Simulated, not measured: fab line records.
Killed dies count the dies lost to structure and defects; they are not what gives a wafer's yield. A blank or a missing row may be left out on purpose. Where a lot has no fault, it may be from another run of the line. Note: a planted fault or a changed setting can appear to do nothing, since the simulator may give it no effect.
A struck lot beside a sound one / flow nandHarc / 29 out of 1302 route steps
Sound: wafers L789.1, L789.2, L789.4. The struck wafers were L800.1, L800.5, L800.6. The cause is given at the end.
For every step that has rows: the tool of each side, followed by ch and its chambers, followed by its first start. Under that, the readings that differ: sound wafers / struck wafers / difference of the means / sigmas: that difference in standard deviations of wafers without a fault.
alike: readings with means less than 2 such deviations apart, plus words and numbers identical on both sides. not compared: withheld readings, readings lacking a value on some wafer, bounds such as >300 that could conceal the same value, and numbers that have no deviation in the record and whose values overlap.
The two part at a step that has a row with sigmas, a row that says differs or no value, or rows on one side only. When numbers do not overlap yet have no deviation, they are printed without sigmas and do not part them. A reading that every wafer of one side lacks parts them only if that side has two wafers or more.

first, 1 step without rows for these wafers: NHARC_P_ZERO_WELL_SRD_69.
NHARC_P_ZERO_WELL_RTA_42: time 300 s.
  sound on rtpAnneal-02 ch 0, day 2 12:59; struck on rtpAnneal-02 ch 0, day 7 03:58
  alike: annealTempCMax, lampPowerPct, wafer_temp_C_max
NHARC_P_ZERO_WELL_INSPECT_43:
  sound on defectInspect-02, day 2 13:40; struck on defectInspect-01, day 7 04:38
  alike: rawDefectCount
then, 9 steps without rows for these wafers: NHARC_P_STI_ETCH_26 (etches SiO2 in dHF, target depth 11 nm); NHARC_P_STI_PRECLEAN_27 (cleans in SC1); NHARC_P_STI_SRD_28; NHARC_P_STI_OXIDE_29 (material SiO2, target thk 10 nm, ox time 1362 s); NHARC_P_STI_HM_DEP_30 (deposits Si3N4, target thk 80 nm, time 873 s); NHARC_P_STI_DEHYDRATE_01 (time 120 s); NHARC_P_STI_HMDS_02 (time 30 s); NHARC_P_STI_COAT_41 (time 65 s); NHARC_P_STI_COAT_03 (resist thk 600 nm).
NHARC_P_STI_SOFTBAKE_04: time 70 s.
  sound on lithoTrack-05 ch 0, day 3 08:00; struck on lithoTrack-03 ch 0, day 7 20:00
reading=heaterPowerTotalW (W); sound=201.2 198.9 202.6; struck=180.3 180.2 180.2; difference=-20.7; sigmas=-15
  alike: resistLineTempC
then, 4 steps without rows for these wafers: NHARC_P_STI_EBR_05; NHARC_P_STI_EXPOSE_06 (exposes mask P STI, target cd 200 nm); NHARC_P_STI_PEB_07 (peb time 80 s); NHARC_P_STI_DEVELOP_08 (time 50 s).
NHARC_P_STI_CD_MEAS_09: target cd 200 nm.
  sound on cdSem-02 ch 0, day 3 09:05; struck on cdSem-03 ch 0, day 7 21:07
reading=cdNm (nm); sound=200.9 199.2 200.3; struck=184.9 184.6 185.6; difference=-15.1; sigmas=-10
NHARC_P_STI_OVL_MEAS_10:
  sound on overlay-02, day 3 09:11; struck on overlay-01, day 7 21:13
reading=overlayXNm (nm); sound=10 11 11; struck=-6 -6 -6; difference=-17; sigmas=-3
reading=overlayYNm (nm); sound=3 3 3; struck=14 14 14; difference=+11; sigmas=+2
NHARC_P_STI_INSPECT_11:
  sound on defectInspect-02, day 3 09:13; struck on defectInspect-01, day 7 21:15
  alike: rawDefectCount
then, 1 step without rows for these wafers: NHARC_P_STI_HARDBAKE_13 (time 65 s).
NHARC_P_STI_DESCUM_14: chemistry O2, time 3 s.
  sound on rieDiel-10 ch 2,3, day 3 09:21; struck on rieDiel-08 ch 0,1, day 7 21:23
reading=model.P_STI.cdNm (nm); sound=201.1 198.7 200.5; struck=184.8 185.3 186.1; difference=-14.7; sigmas=
  alike: chamberPressureMTorr, drypumpMotorCurrentA, oesProductAu, rfVppV, showerheadPlenumPTorr, throttleValvePct
  not compared: rfHoursCounterH
NHARC_P_STI_ETCH_42: etches the open film in N2/H2, target depth 80 nm, overetch 24 nm, time 61 s.
  sound on rieDiel-10 ch 1,2, day 3 09:27; struck on rieDiel-08 ch 1,2, day 7 21:28
reading=drypumpMotorCurrentA (A); sound=5.1 5.3 5.1; struck=6.0 6.1 5.8; difference=+0.8; sigmas=+2
  alike: chamberPressureMTorr, oesProductAu, rfFwdPowerW, rfVppV, showerheadPlenumPTorr, throttleValvePct
  not compared: rfHoursCounterH
NHARC_P_STI_ETCH_31: etches the open film in CF4/CHF3, target depth 108.9 nm, time 54.5 s.
  sound on rieDiel-10 ch 2,3; struck on rieDiel-08 ch 0,1,3
  alike: chamberPressureMTorr, chf3FlowSccm, drypumpMotorCurrentA, oesProductAu, rfFwdPowerW, rfVppV, showerheadPlenumPTorr, throttleValvePct
  not compared: rfHoursCounterH
NHARC_P_STI_ETCH_15: etches the open film in HBr/Cl2, target depth 300 nm, time 100.1 s.
  sound on rieSi-05 ch 1,2,3, day 3 09:41; struck on rieSi-05 ch 0,2,3, day 7 21:41
reading=model.P_STI.cdNm (nm); sound=201.2 198 200.2; struck=183.7 184.6 185.6; difference=-15.2; sigmas=
  alike: chamberPressureMTorr, drypumpMotorCurrentA, oesProductAu, rfFwdPowerW, throttleValvePct
  not compared: rfHoursCounterH
NHARC_P_STI_CD_MEAS_16:
  sound on cdSem-01, day 3 09:49; struck on cdSem-01, day 7 21:49
reading=cdNm (nm); sound=201.4 197.9 200.3; struck=183.8 184.5 186.1; difference=-15.1; sigmas=-9
NHARC_P_STI_OCD_MEAS_17:
  sound on ocd-02, day 3 09:55; struck on ocd-02, day 7 21:54
reading=trenchFootCdNm (nm); sound=158.5 155.9 158.2; struck=143.0 142.8 143.8; difference=-14.3; sigmas=-9
  alike: trenchDepthNm
then, 1 step without rows for these wafers: NHARC_P_STI_STRIP_19 (strips in SPM, time 900 s).
NHARC_END_SORT_01:
  the record has rows for the sound wafers here (prober-01 ch 0, day 25 01:11) and none for the struck ones

WHERE THEY PART
At NHARC_P_STI_SOFTBAKE_04 first; at NHARC_END_SORT_01 last (within this record only).

WHY: what had been put in by the simulator
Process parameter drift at NHARC_P_STI_SOFTBAKE_04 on lithoTrack-03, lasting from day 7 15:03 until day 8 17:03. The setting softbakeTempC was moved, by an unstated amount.
